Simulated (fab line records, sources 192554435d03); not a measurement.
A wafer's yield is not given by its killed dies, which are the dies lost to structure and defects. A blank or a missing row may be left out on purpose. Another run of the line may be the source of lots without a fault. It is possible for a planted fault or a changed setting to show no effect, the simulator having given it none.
fab line records -- flow n5_finfet
[record] lots = 10, wafers = 30, last_day = 19
route steps=1938 shown BEOL_M6@1216 PASSIVATION@1936
lots that met no fault: taken from a fault-free run of the same line
start_h: hours from the record's opening day to when the first of the lot's shown wafers began -- wait_h: time in hours since the lot's previous step -- " unchanged from the row above -- L1.1+2: several wafers, shown together as one row -- - value missing, or start not given -- * or withheld: withheld -- < > ~ a bound
route shown NAME@n: names a module that has steps shown in the file, with the first one's number in the route -- usual: mean/standard deviation of fault-free wafers -- same: alike in all rows -- chamber/n: place in a boat -- sites: the reading at each site -- _std_site: standard deviation across them -- _edge_site: outer sites' mean less inner sites' -- radius_mm: how far each site lies from the wafer's centre -- mask NAME#n: copy n -- behind: the last tool/chamber to shape the wafer -- hold: why the lot was held/for how many hours/how that ended -- device: transistor that didn't switch, given as n, p or np -- end of line: the tests these same wafers got at the end of their route -- a step with no rows: only its recipe -- killed: dies that structure and defects cost at the first sort, which is not the same as the wafer's yield -- map: shows each die of a wafer: x if killed, . if not, _ if none is there
set.NAME: setting as actually run; set.NAME@STEP: the setting as run at that earlier step -- model.NAME: the simulator's own value behind a step, which no gauge read
a sample of lots followed through the steps of the route, with each step as a table and each wafer as a row
services: a tool's chamber out of use, with start hour (start_h, from the record's first day; less than 0 if before it), hours out, and reason
[[steps]]
[step N5_BEOL_M6_STRIP_19]
[recipe] chemistry = O2, power_w = 400, temp_c = 40, pressure_mtorr = 30, rf_frequency_hz = 6e+07, bias_power_w = 0, overash_fraction = 0.2, o2_flow_sccm = 225
[usual] drypump_motor_current_A = 5.9/0.35, oes_product_au = 0.80/0.081, rf_vpp_V = 3.6/0.64, showerhead_plenum_p_Torr = 2.12/0.11, throttle_valve_pct = 16.61/0.15
lot.wafer,tool,chamber,start_h,wait_h,drypump_motor_current_A,oes_product_au,rf_hours_counter_h,rf_vpp_V,showerhead_plenum_p_Torr,throttle_valve_pct
L816.1,rie_diel-05,0,196.65,0.1,5.5,0.75,169,3.0,2.18,16.53
L816.2,rie_diel-05,1,196.65,0.1,5.4,0.76,142,3.9,1.92,16.75
L816.3,rie_diel-05,2,196.65,0.1,5.8,0.91,17,3.5,2.24,16.52
L818.1,rie_diel-04,2,206.46,0.1,6.1,0.85,68,4.4,2.03,16.74
L818.5,rie_diel-04,0,206.46,0.1,6.4,0.89,-,3.5,2.23,16.46
L818.6,rie_diel-04,3,206.46,0.1,6.0,0.72,-,4.4,2.08,16.65
L819.2,rie_diel-05,1,227.66,0.3,5.4,0.74,152,3.0,1.92,16.78
L819.3,rie_diel-05,2,227.66,0.3,5.8,0.88,27,2.6,2.23,16.54
L819.6,rie_diel-05,1,227.66,0.3,5.4,0.74,-,4.4,1.92,16.78
L820.2,rie_diel-05,0,234.71,0.1,5.5,0.74,182,4.0,2.17,16.56
L820.5,rie_diel-05,0,234.71,0.1,5.5,0.74,-,4.8,2.17,16.55
L820.6,rie_diel-05,1,234.71,0.1,5.4,0.74,-,3.6,1.92,16.79
L829.1,rie_diel-02,0,293.90,0.1,5.3,0.81,79,3.6,2.21,16.44
L829.5,rie_diel-02,1,293.90,0.1,5.5,0.77,-,2.7,2.19,16.64
L829.6,rie_diel-02,0,293.90,0.1,5.3,0.81,-,3.4,2.21,16.44
L834.1,rie_diel-05,0,318.92,0.3,5.5,0.72,207,4.0,2.16,16.61
L834.3,rie_diel-05,3,318.92,0.3,6.3,0.90,25,3.5,2.15,16.49
L834.5,rie_diel-05,1,318.92,0.3,5.4,0.72,-,3.4,1.91,16.84
L835.3,rie_diel-05,2,320.41,0.2,5.8,0.83,60,4.0,2.22,16.58
L835.5,rie_diel-05,3,320.41,0.2,6.3,0.90,-,3.5,2.14,16.53
L835.6,rie_diel-05,2,320.41,0.2,5.8,0.84,-,3.8,2.22,16.57
L836.1,rie_diel-04,0,323.80,0.2,6.4,0.83,98,3.2,2.22,16.54
L836.2,rie_diel-04,2,323.80,0.2,6.1,0.80,109,4.6,2.01,16.81
L836.4,rie_diel-04,2,323.80,0.2,6.1,0.80,-,4.2,2.01,16.83
L837.2,rie_diel-04,1,330.32,0.1,6.1,0.96,15,4.0,2.23,16.21
L837.5,rie_diel-04,2,330.32,0.1,6.1,0.80,-,4.0,2.01,16.84
L837.6,rie_diel-04,1,330.32,0.1,6.1,0.96,-,3.1,2.23,16.21
L839.2,rie_diel-02,3,355.43,0.1,5.9,0.68,243,2.8,2.15,16.62
L839.4,rie_diel-02,0,355.43,0.1,5.3,0.78,100,3.7,2.20,16.48
L839.6,rie_diel-02,3,355.43,0.1,5.9,0.68,-,2.9,2.15,16.62
[step N5_BEOL_M6_OVL_MEAS_29]
[recipe] points_per_wafer = 522
[usual] V5_OVL = 0.1/0.68
lot.wafer,tool,chamber,start_h,wait_h,V5_OVL[nm]
L816.1,overlay-01,0,201.03,0.0,-0.7
L816.2,overlay-01,0,201.03,0.0,-1.1
L816.3,overlay-01,0,201.03,0.0,-0.9
L818.1,overlay-02,0,208.39,0.0,-0.6
L818.5,overlay-02,0,208.39,0.0,0.0
L818.6,overlay-02,0,208.39,0.0,-1.4
L819.2,overlay-02,0,228.07,0.0,-0.1
L819.3,overlay-02,0,228.07,0.0,-0.7
L819.6,overlay-02,0,228.07,0.0,-0.8
L820.2,overlay-01,0,238.51,0.0,0.9
L820.5,overlay-01,0,238.51,0.0,0.9
L820.6,overlay-01,0,238.51,0.0,1.4
L829.1,overlay-01,0,294.62,0.0,-0.1
L829.5,overlay-01,0,294.62,0.0,0.2
L829.6,overlay-01,0,294.62,0.0,-0.1
L834.1,overlay-02,0,320.00,0.0,-0.4
L834.3,overlay-02,0,320.00,0.0,-0.6
L834.5,overlay-02,0,320.00,0.0,-0.4
L835.3,overlay-01,0,320.87,0.0,0.0
L835.5,overlay-01,0,320.87,0.0,0.9
L835.6,overlay-01,0,320.87,0.0,0.8
L836.1,overlay-02,0,325.06,0.0,-1.3
L836.2,overlay-02,0,325.06,0.0,-0.9
L836.4,overlay-02,0,325.06,0.0,-0.4
L837.2,overlay-01,0,331.19,0.0,0.5
L837.5,overlay-01,0,331.19,0.0,0.3
L837.6,overlay-01,0,331.19,0.0,0.8
L839.2,overlay-02,0,357.64,0.0,1.1
L839.4,overlay-02,0,357.64,0.0,0.8
L839.6,overlay-02,0,357.64,0.0,1.1
[step N5_BEOL_M6_TRENCH_ETCH_37]
[recipe] chemistry = C4F6/O2, target_depth_a = 944.35, target = SiCOH_lowk, time_s = 31.5, ion_energy_ev = 250, pressure_mtorr = 30, source_w = 345, bias_w = 185, Ar_flow_sccm = 300, C4F6_flow_sccm = 10, O2_flow_sccm = 10
[usual] bias_w = 185.0/0.58, drypump_motor_current_A = 5.9/0.36, mfc_ar_sccm = 300.0/0.92, oes_product_au = 0.80/0.082, rf_vpp_V = 668/4.6, showerhead_plenum_p_Torr = 2.87/0.13, throttle_valve_pct = 20.83/0.17
lot.wafer,tool,chamber,start_h,wait_h,bias_w,drypump_motor_current_A,mfc_ar_sccm,oes_product_au,rf_hours_counter_h,rf_vpp_V,showerhead_plenum_p_Torr,throttle_valve_pct
L816.1,rie_diel-04,1,201.58,-,184.5,6.1,300.7,0.72,220,657,2.70,20.79
L816.2,rie_diel-04,3,201.58,-,184.9,6.0,300.1,0.73,207,672,2.81,20.77
L816.3,rie_diel-04,0,201.58,-,185.6,6.4,301.6,0.89,51,664,3.01,20.66
L818.1,rie_diel-05,2,208.93,-,185.1,5.8,300.5,0.91,21,674,3.03,20.86
L818.5,rie_diel-05,2,208.93,-,184.6,5.8,299.8,0.90,-,675,3.03,20.84
L818.6,rie_diel-05,3,208.93,-,185.1,6.3,300.4,0.70,-,664,2.92,21.11
L819.2,rie_diel-04,2,228.51,-,185.4,6.1,300.0,0.84,76,665,2.77,21.13
L819.3,rie_diel-04,3,228.51,-,184.2,6.0,298.2,0.73,217,670,2.80,20.78
L819.6,rie_diel-04,1,228.51,-,185.0,6.1,299.2,0.70,-,657,2.70,20.79
L820.2,rie_diel-05,2,239.01,-,184.7,5.8,300.9,0.88,33,674,3.03,20.85
L820.5,rie_diel-05,0,239.01,-,185.6,5.5,301.3,0.73,-,673,2.94,20.71
L820.6,rie_diel-05,1,239.01,-,184.9,5.4,300.6,0.74,-,666,2.63,21.11
L829.1,rie_diel-02,1,295.02,-,185.3,5.5,302.0,0.77,126,670,2.98,20.98
L829.5,rie_diel-02,0,295.02,-,176.1,5.3,300.4,0.79,-,638,2.99,20.69
L829.6,rie_diel-02,1,295.02,-,185.7,5.5,299.8,0.76,-,674,2.98,20.95
L834.1,rie_diel-04,1,320.36,-,185.2,6.1,299.9,0.97,9,667,3.02,20.48
L834.3,rie_diel-04,2,320.36,-,185.4,6.1,300.6,0.80,107,666,2.75,21.15
L834.5,rie_diel-04,3,320.36,-,184.4,6.0,299.4,0.70,-,669,2.79,20.82
L835.3,rie_diel-05,3,321.22,-,185.7,6.3,300.9,0.89,26,663,2.90,20.79
L835.5,rie_diel-05,1,321.22,-,185.3,5.4,299.5,0.72,-,664,2.62,21.15
L835.6,rie_diel-05,2,321.22,-,185.6,5.8,301.1,0.83,-,673,3.01,20.91
L836.1,rie_diel-04,2,325.52,-,185.6,6.2,301.2,0.79,109,664,2.75,21.17
L836.2,rie_diel-04,1,325.52,-,185.4,6.1,301.0,0.96,12,668,3.02,20.50
L836.4,rie_diel-04,0,325.52,-,184.3,6.4,298.5,0.82,-,664,2.99,20.73
L837.2,rie_diel-04,0,331.92,-,184.2,6.4,300.6,0.81,102,665,2.99,20.76
L837.5,rie_diel-04,0,331.92,-,184.2,6.3,299.0,0.82,-,665,2.99,20.74
L837.6,rie_diel-04,2,331.92,-,184.6,6.1,302.3,0.79,-,666,2.75,21.18
L839.2,rie_diel-05,1,358.29,-,185.5,5.4,300.1,0.70,199,666,2.61,21.18
L839.4,rie_diel-05,2,358.29,-,185.1,5.8,298.9,0.81,75,675,3.01,20.93
L839.6,rie_diel-05,2,358.29,-,184.1,5.8,300.2,0.81,-,675,3.01,20.94
[step N5_BEOL_M6_CD_MEAS_35]
[recipe] target_cd_nm = 40, target_cd_y_nm = 28, polarity = opening
[usual] cd_nm = 40.0/0.56
lot.wafer,tool,chamber,start_h,wait_h,cd_nm
L816.1,cd_sem-01,-,201.89,0.0,40.9
L816.2,cd_sem-01,-,201.89,0.0,41.5
L816.3,cd_sem-01,-,201.89,0.0,41.2
L818.1,cd_sem-01,-,209.25,0.0,40.0
L818.5,cd_sem-01,-,209.25,0.0,39.6
L818.6,cd_sem-01,-,209.25,0.0,39.5
L819.2,cd_sem-02,-,228.82,0.0,39.9
L819.3,cd_sem-02,-,228.82,0.0,39.6
L819.6,cd_sem-02,-,228.82,0.0,39.2
L820.2,cd_sem-02,-,239.32,0.0,39.7
L820.5,cd_sem-02,-,239.32,0.0,40.2
L820.6,cd_sem-02,-,239.32,0.0,40.2
L829.1,cd_sem-02,-,295.34,0.0,39.8
L829.5,cd_sem-02,-,295.34,0.0,40.4
L829.6,cd_sem-02,-,295.34,0.0,40.1
L834.1,cd_sem-03,-,320.68,0.0,40.1
L834.3,cd_sem-03,-,320.68,0.0,40.6
L834.5,cd_sem-03,-,320.68,0.0,40.3
L835.3,cd_sem-03,-,321.55,0.0,39.4
L835.5,cd_sem-03,-,321.55,0.0,38.8
L835.6,cd_sem-03,-,321.55,0.0,39.0
L836.1,cd_sem-03,-,325.83,0.0,41.0
L836.2,cd_sem-03,-,325.83,0.0,41.8
L836.4,cd_sem-03,-,325.83,0.0,40.4
L837.2,cd_sem-02,-,332.23,0.0,40.2
L837.5,cd_sem-02,-,332.23,0.0,39.9
L837.6,cd_sem-02,-,332.23,0.0,40.1
L839.2,cd_sem-01,-,358.60,0.0,39.0
L839.4,cd_sem-01,-,358.60,0.0,39.2
L839.6,cd_sem-01,-,358.60,0.0,39.9
[step N5_PASSIVATION_PROBE_49]
[usual] defect_limited_yield = 91.0/1.5, killed_at_M0_to_M3 = 37/12, killed_at_M4_up = 13/5, killed_at_contacts = 13/6.1, killed_at_front_end = 39/11, killed_at_other = 4/3.2, killed_dies = 106/17, killed_on_rim = 13/4.2, killed_open = 69/12, killed_short = 35/7.9, sort_bin_5_function = 5.3/1, sort_bin_6_memory = 3.3/0.68, sort_n_pass = 1074/17, sort_yield_pct = 91.0/1.5
[same] gross_dies = 1180, killed_at_back_side = 0, sort_bin_4_leakage[%] = 0, sort_bin_8_speed[%] = 0
lot.wafer,tool,chamber,start_h,wait_h,defect_limited_yield[%],killed_at_M0_to_M3,killed_at_M4_up,killed_at_contacts,killed_at_front_end,killed_at_other,killed_dies,killed_on_rim,killed_open,killed_short,sort_bin_5_function[%],sort_bin_6_memory[%],sort_n_pass,sort_yield_pct[%]
L816.1,prober-01,-,291.42,0.0,91.7,30,22,8,35,3,98,9,61,34,5.3,2.5,1082,91.7
L816.2,prober-01,-,291.47,0.1,86.9,43,17,18,71,6,155,17,107,47,7.6,5.3,1025,86.9
L816.3,prober-01,-,291.52,0.1,89.2,28,29,11,49,10,127,18,90,37,6.9,3.6,1053,89.2
L818.1,prober-02,-,303.16,0.7,91.7,19,9,21,46,3,98,14,63,31,4.7,3.2,1082,91.7
L818.5,prober-02,-,303.36,0.9,92.8,29,13,10,31,2,85,12,61,24,4.8,2.3,1095,92.8
L818.6,prober-02,-,303.41,0.9,93.0,34,6,15,28,0,83,17,53,29,4.2,2.6,1097,93.0
L819.2,prober-02,-,324.28,0.1,92.0,33,23,14,20,4,94,14,60,34,4.7,2.9,1086,92.0
L819.3,prober-02,-,324.33,0.1,91.2,33,10,8,51,2,104,11,65,38,5.3,3.1,1076,91.2
L819.6,prober-02,-,324.48,0.3,91.7,31,14,23,26,4,98,7,69,29,4.8,3.1,1082,91.7
L820.2,prober-01,-,327.99,0.1,89.7,27,16,30,48,0,121,15,76,43,6.4,3.4,1059,89.7
L820.5,prober-01,-,328.14,0.2,88.5,37,15,36,43,5,136,14,87,48,7.2,3.7,1044,88.5
L820.6,prober-01,-,328.19,0.3,89.2,33,11,21,61,1,127,19,86,39,6.5,3.7,1053,89.2
L829.1,prober-02,-,390.77,0.0,90.2,48,5,12,50,1,116,15,83,33,6.1,3.5,1064,90.2
L829.5,prober-02,-,390.97,0.2,91.3,48,8,9,38,0,103,4,72,31,4.3,4.2,1077,91.3
L829.6,prober-02,-,391.02,0.3,90.3,46,20,17,31,1,115,17,80,35,5.4,4.2,1065,90.3
L835.3,prober-01,-,414.82,0.1,90.6,40,12,22,32,5,111,13,81,29,5.8,3.1,1069,90.6
L835.5,prober-01,-,414.92,0.2,89.4,44,10,30,41,0,125,7,86,35,5.6,4.2,1055,89.4
L835.6,prober-01,-,414.97,0.3,88.5,62,14,22,38,0,136,12,90,45,6.4,4.8,1044,88.5
L836.1,prober-02,-,421.05,0.0,91.4,26,14,6,55,0,101,12,66,34,5.1,3.1,1079,91.4
L836.2,prober-02,-,421.10,0.1,90.5,29,27,19,36,1,112,10,75,35,6.4,3.0,1068,90.5
L836.4,prober-02,-,421.20,0.2,90.5,35,21,7,47,2,112,14,72,38,5.3,3.6,1068,90.5
L834.1,prober-02,-,422.62,0.0,91.9,27,9,12,46,1,95,12,54,35,3.6,3.6,1085,91.9
L834.3,prober-02,-,422.72,0.1,93.1,15,12,11,43,1,82,7,55,24,4.2,2.8,1098,93.1
L834.5,prober-02,-,422.82,0.2,92.5,42,5,4,38,0,89,14,53,26,3.4,3.3,1091,92.5
L837.2,prober-02,-,426.34,0.1,89.3,40,16,22,45,3,126,11,100,25,6.8,3.9,1054,89.3
L837.5,prober-02,-,426.49,0.2,91.8,32,13,21,29,2,97,13,71,23,5.0,3.1,1083,91.8
L837.6,prober-02,-,426.54,0.3,92.4,31,6,19,33,1,90,4,59,31,4.7,2.8,1090,92.4
L839.2,prober-01,-,449.85,0.1,90.1,47,10,22,34,4,117,15,80,35,5.8,4.0,1063,90.1
L839.4,prober-01,-,449.95,0.2,93.2,14,15,17,30,4,80,15,52,26,3.7,2.7,1100,93.2
L839.6,prober-01,-,450.05,0.3,91.9,29,12,21,30,4,96,11,69,25,5.0,2.9,1084,91.9
// killed by level:class
L816.1 BEOL_M4:geometric_particle:open=11 FIN_SAQP:geometric_particle:open=10 BEOL_M0_SAQP:geometric_particle:open=7 FIN_SAQP:geometric_particle:short=6 BEOL_M0_SAQP:geometric_particle:short=6 STI_FIN_REVEAL:geometric_particle:open=6 DUMMY_GATE:geometric_particle:open=5 MOL_CONTACT_COAG:geometric_particle:open=5
L816.2 FIN_SAQP:geometric_particle:open=24 MOL_CONTACT_COAG:geometric_particle:open=15 GATE_CUT:geometric_particle:open=10 BEOL_M3:geometric_particle:open=10 BEOL_M4:geometric_particle:open=10 BEOL_M0_SAQP:geometric_particle:short=9 STI_FIN_REVEAL:geometric_particle:open=8 DUMMY_GATE:geometric_particle:open=8
L816.3 BEOL_M4:geometric_particle:open=17 STI_FIN_REVEAL:geometric_particle:open=11 FIN_SAQP:geometric_particle:open=10 DUMMY_GATE:geometric_particle:open=10 MOL_CONTACT_COAG:geometric_particle:open=9 FIN_SAQP:geometric_particle:short=8 BEOL_M2:geometric_particle:open=8 BEOL_M3:geometric_particle:open=8
L818.1 MOL_CONTACT_COAG:geometric_particle:open=15 FIN_SAQP:geometric_particle:short=13 FIN_SAQP:geometric_particle:open=11 BEOL_M3:geometric_particle:open=9 DUMMY_GATE:geometric_particle:open=5 MOL_CONTACT_COAG:geometric_particle:short=5 STI_FIN_REVEAL:geometric_particle:open=4 BEOL_M5:geometric_particle:open=3
L818.5 BEOL_M1:geometric_particle:open=9 FIN_SAQP:geometric_particle:open=7 STI_FIN_REVEAL:geometric_particle:open=7 MOL_CONTACT_COAG:geometric_particle:open=7 DUMMY_GATE:geometric_particle:open=6 BEOL_M0_SAQP:geometric_particle:short=6 BEOL_M5:geometric_particle:open=5 BEOL_M7:geometric_particle:open=5
L818.6 MOL_CONTACT_COAG:geometric_particle:open=11 BEOL_M0_SAQP:geometric_particle:short=10 FIN_SAQP:geometric_particle:open=7 BEOL_M2:geometric_particle:open=7 BEOL_M0_SAQP:geometric_particle:open=5 BEOL_M3:geometric_particle:open=5 FIN_SAQP:geometric_particle:short=4 GATE_CUT:geometric_particle:short=4
L819.2 BEOL_M1:geometric_particle:open=15 MOL_CONTACT_COAG:geometric_particle:open=10 BEOL_M4:geometric_particle:open=9 BEOL_M0_SAQP:geometric_particle:short=6 GATE_CUT:geometric_particle:short=5 BEOL_M4:geometric_particle:short=5 MOL_CONTACT_COAG:geometric_particle:short=4 BEOL_M2:geometric_particle:open=4
L819.3 FIN_SAQP:geometric_particle:short=15 BEOL_M0_SAQP:geometric_particle:open=12 FIN_SAQP:geometric_particle:open=11 BEOL_M0_SAQP:geometric_particle:short=7 BEOL_M2:geometric_particle:open=7 MOL_CONTACT_COAG:geometric_particle:open=6 BEOL_M5:geometric_particle:open=6 STI_FIN_REVEAL:geometric_particle:open=4
L819.6 MOL_CONTACT_COAG:geometric_particle:open=17 BEOL_M2:geometric_particle:open=12 BEOL_M5:geometric_particle:open=8 DUMMY_GATE:geometric_particle:open=7 BEOL_M0_SAQP:geometric_particle:short=7 MOL_CONTACT_COAG:geometric_particle:short=6 BEOL_M1:geometric_particle:open=5 FIN_SAQP:geometric_particle:open=4
L820.2 MOL_CONTACT_COAG:geometric_particle:open=22 STI_FIN_REVEAL:geometric_particle:open=18 FIN_SAQP:geometric_particle:short=8 MOL_CONTACT_COAG:geometric_particle:short=8 BEOL_M0_SAQP:geometric_particle:short=8 BEOL_M0_SAQP:geometric_particle:open=7 GATE_CUT:geometric_particle:short=5 BEOL_M2:geometric_particle:open=5
L820.5 MOL_CONTACT_COAG:geometric_particle:open=29 STI_FIN_REVEAL:geometric_particle:open=11 BEOL_M0_SAQP:geometric_particle:short=11 BEOL_M0_SAQP:geometric_particle:open=10 FIN_SAQP:geometric_particle:short=7 MOL_CONTACT_COAG:geometric_particle:short=7 BEOL_M3:geometric_particle:open=7 BEOL_M4:geometric_particle:open=7
L820.6 STI_FIN_REVEAL:geometric_particle:open=17 MOL_CONTACT_COAG:geometric_particle:open=14 FIN_SAQP:geometric_particle:open=13 BEOL_M0_SAQP:geometric_particle:open=10 BEOL_M0_SAQP:geometric_particle:short=9 FIN_SAQP:geometric_particle:short=7 MOL_CONTACT_COAG:geometric_particle:short=7 GATE_CUT:geometric_particle:short=6
L829.1 BEOL_M3:geometric_particle:open=19 FIN_SAQP:geometric_particle:open=13 STI_FIN_REVEAL:geometric_particle:open=10 BEOL_M0_SAQP:geometric_particle:open=10 MOL_CONTACT_COAG:geometric_particle:open=9 BEOL_M2:geometric_particle:open=8 FIN_SAQP:geometric_particle:short=7 BEOL_M0_SAQP:geometric_particle:short=5
L829.5 BEOL_M2:geometric_particle:open=15 BEOL_M3:geometric_particle:open=15 FIN_SAQP:geometric_particle:open=11 BEOL_M0_SAQP:geometric_particle:short=9 MOL_CONTACT_COAG:geometric_particle:open=8 FIN_SAQP:geometric_particle:short=5 BEOL_M5:geometric_particle:open=5 STI_FIN_REVEAL:geometric_particle:short=4
L829.6 MOL_CONTACT_COAG:geometric_particle:open=13 BEOL_M0_SAQP:geometric_particle:open=13 FIN_SAQP:geometric_particle:open=10 BEOL_M0_SAQP:geometric_particle:short=10 BEOL_M4:geometric_particle:open=9 BEOL_M2:geometric_particle:open=8 BEOL_M3:geometric_particle:open=6 MOL_CONTACT_COAG:geometric_particle:short=4
L835.3 MOL_CONTACT_COAG:geometric_particle:open=19 BEOL_M3:geometric_particle:open=11 BEOL_M2:geometric_particle:open=10 BEOL_M0_SAQP:geometric_particle:open=9 BEOL_M0_SAQP:geometric_particle:short=8 FIN_SAQP:geometric_particle:open=7 STI_FIN_REVEAL:geometric_particle:open=5 FIN_SAQP:geometric_particle:short=4
L835.5 MOL_CONTACT_COAG:geometric_particle:open=22 BEOL_M2:geometric_particle:open=17 STI_FIN_REVEAL:geometric_particle:open=8 MOL_CONTACT_COAG:geometric_particle:short=8 BEOL_M4:geometric_particle:open=8 BEOL_M3:geometric_particle:open=8 FIN_SAQP:geometric_particle:short=6 BEOL_M0_SAQP:geometric_particle:short=6
L835.6 BEOL_M0_SAQP:geometric_particle:short=18 BEOL_M0_SAQP:geometric_particle:open=17 MOL_CONTACT_COAG:geometric_particle:open=16 STI_FIN_REVEAL:geometric_particle:open=12 FIN_SAQP:geometric_particle:short=8 BEOL_M2:geometric_particle:open=8 BEOL_M3:geometric_particle:open=8 BEOL_M1:geometric_particle:open=7
L836.1 STI_FIN_REVEAL:geometric_particle:open=15 GATE_CUT:geometric_particle:short=12 BEOL_M4:geometric_particle:open=9 BEOL_M0_SAQP:geometric_particle:open=7 MOL_CONTACT_COAG:geometric_particle:open=6 BEOL_M3:geometric_particle:open=6 FIN_SAQP:geometric_particle:open=5 STI_FIN_REVEAL:geometric_particle:short=5
L836.2 BEOL_M4:geometric_particle:open=18 MOL_CONTACT_COAG:geometric_particle:open=16 FIN_SAQP:geometric_particle:short=7 GATE_CUT:geometric_particle:open=7 STI_FIN_REVEAL:geometric_particle:open=5 DUMMY_GATE:geometric_particle:open=5 BEOL_M0_SAQP:geometric_particle:open=5 BEOL_M2:geometric_particle:short=5
L836.4 FIN_SAQP:geometric_particle:short=13 BEOL_M4:geometric_particle:open=13 BEOL_M2:geometric_particle:open=10 STI_FIN_REVEAL:geometric_particle:open=8 FIN_SAQP:geometric_particle:open=6 MOL_CONTACT_COAG:geometric_particle:open=6 GATE_CUT:geometric_particle:short=5 DUMMY_GATE:geometric_particle:open=4
L834.1 FIN_SAQP:geometric_particle:open=11 FIN_SAQP:geometric_particle:short=10 MOL_CONTACT_COAG:geometric_particle:open=9 BEOL_M0_SAQP:geometric_particle:open=7 BEOL_M2:geometric_particle:short=6 STI_FIN_REVEAL:geometric_particle:open=5 BEOL_M2:geometric_particle:open=5 HKMG_FIN:area_etch=5
L834.3 STI_FIN_REVEAL:geometric_particle:open=12 MOL_CONTACT_COAG:geometric_particle:open=8 STARTING-WAFER:geometric_particle:open=6 DUMMY_GATE:geometric_particle:open=5 FIN_SAQP:geometric_particle:short=4 FIN_SAQP:geometric_particle:open=4 STARTING-WAFER:geometric_particle:short=4 GATE_CUT:geometric_particle:short=3
L834.5 BEOL_M3:geometric_particle:open=14 BEOL_M0_SAQP:geometric_particle:open=12 STI_FIN_REVEAL:geometric_particle:open=10 HKMG_FIN:area_etch=7 BEOL_M0_SAQP:geometric_particle:short=6 FIN_SAQP:geometric_particle:short=4 BEOL_M2:geometric_particle:short=4 FIN_SAQP:geometric_particle:open=3
L837.2 MOL_CONTACT_COAG:geometric_particle:open=19 FIN_SAQP:geometric_particle:open=16 STI_FIN_REVEAL:geometric_particle:open=12 BEOL_M2:geometric_particle:open=12 BEOL_M0_SAQP:geometric_particle:open=7 DUMMY_GATE:geometric_particle:open=5 BEOL_M1:geometric_particle:open=5 BEOL_M3:geometric_particle:open=5
L837.5 MOL_CONTACT_COAG:geometric_particle:open=19 FIN_SAQP:geometric_particle:open=9 BEOL_M2:geometric_particle:open=8 BEOL_M3:geometric_particle:open=6 GATE_CUT:geometric_particle:short=5 STI_FIN_REVEAL:geometric_particle:open=4 BEOL_M0_SAQP:geometric_particle:open=4 BEOL_M4:geometric_particle:open=4
L837.6 MOL_CONTACT_COAG:geometric_particle:open=15 FIN_SAQP:geometric_particle:open=10 BEOL_M2:geometric_particle:open=9 FIN_SAQP:geometric_particle:short=6 BEOL_M2:geometric_particle:short=6 BEOL_M0_SAQP:geometric_particle:short=5 BEOL_M0_SAQP:geometric_particle:open=5 GATE_CUT:geometric_particle:short=4
L839.2 MOL_CONTACT_COAG:geometric_particle:open=18 BEOL_M2:geometric_particle:open=18 FIN_SAQP:geometric_particle:short=14 DUMMY_GATE:geometric_particle:open=8 BEOL_M3:geometric_particle:open=7 BEOL_M0_SAQP:geometric_particle:open=6 BEOL_M0:geometric_particle:open=5 FIN_SAQP:geometric_particle:open=4
L839.4 MOL_CONTACT_COAG:geometric_particle:open=16 FIN_SAQP:geometric_particle:short=7 BEOL_M2:geometric_particle:open=5 FIN_SAQP:geometric_particle:open=4 BEOL_M6:geometric_particle:open=4 STI_FIN_REVEAL:geometric_particle:open=3 DUMMY_GATE:geometric_particle:short=3 GATE_CUT:geometric_particle:short=3
L839.6 MOL_CONTACT_COAG:geometric_particle:open=16 DUMMY_GATE:geometric_particle:open=12 BEOL_M2:geometric_particle:open=10 BEOL_M0:geometric_particle:short=5 BEOL_M3:geometric_particle:open=5 MOL_CONTACT_COAG:geometric_particle:short=4 BEOL_M4:geometric_particle:open=4 FIN_SAQP:geometric_particle:open=3
[[services]]
tool,chamber,start_h,hours,kind
rie_diel-02,2,193.76,-,clean
rie_diel-02,2,193.76,-,consumable_replace:focus_ring
rie_diel-02,2,193.76,21.7,scheduled_down
rie_diel-02,2,193.76,21.7,vent_cycle
rie_diel-05,3,226.36,1.8,repair
rie_diel-05,3,228.48,-,clean
rie_diel-05,3,228.48,-,consumable_replace:focus_ring
rie_diel-05,3,228.48,13.1,scheduled_down
rie_diel-05,3,228.48,13.1,vent_cycle
rie_diel-05,0,267.67,7.6,repair
rie_diel-04,1,277.22,-,clean
rie_diel-04,1,277.22,-,consumable_replace:focus_ring
rie_diel-04,1,277.22,-,consumable_replace:showerhead
rie_diel-04,1,277.22,13.6,scheduled_down
rie_diel-04,1,277.22,13.6,vent_cycle
rie_diel-02,3,321.37,8.5,repair
rie_diel-04,3,323.22,-,clean
rie_diel-04,3,323.22,-,consumable_replace:focus_ring
rie_diel-04,3,323.22,13.6,scheduled_down
rie_diel-04,3,323.22,13.6,vent_cycle
rie_diel-05,3,337.33,15.2,repair
rie_diel-02,1,356.92,13.5,repair
[[key]]
[first_sign] step = N5_BEOL_M6_TRENCH_ETCH_37, reading = bias_w, direction = down, sigmas = 15, usual = *, struck = *
[effect] step = N5_BEOL_M6_TRENCH_ETCH_37, reading = rf_vpp_V, direction = down, sigmas = 6.4, usual = 668, struck = 638
met_at N5_BEOL_M6_TRENCH_ETCH_37
struck_lots L829
struck_wafers L829.5
not_acting_at N5_BEOL_M6_STRIP_19,N5_BEOL_M6_OVL_MEAS_29,N5_BEOL_M6_CD_MEAS_35
[fault] kind = process_parameter_drift, tool = rie_diel-02, chamber = 0, onset_h = 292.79, steps = N5_BEOL_M6_TRENCH_ETCH_37, channel = bias_w, offset = *, shape = step, end_h = 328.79, acts_in = *, stated = *
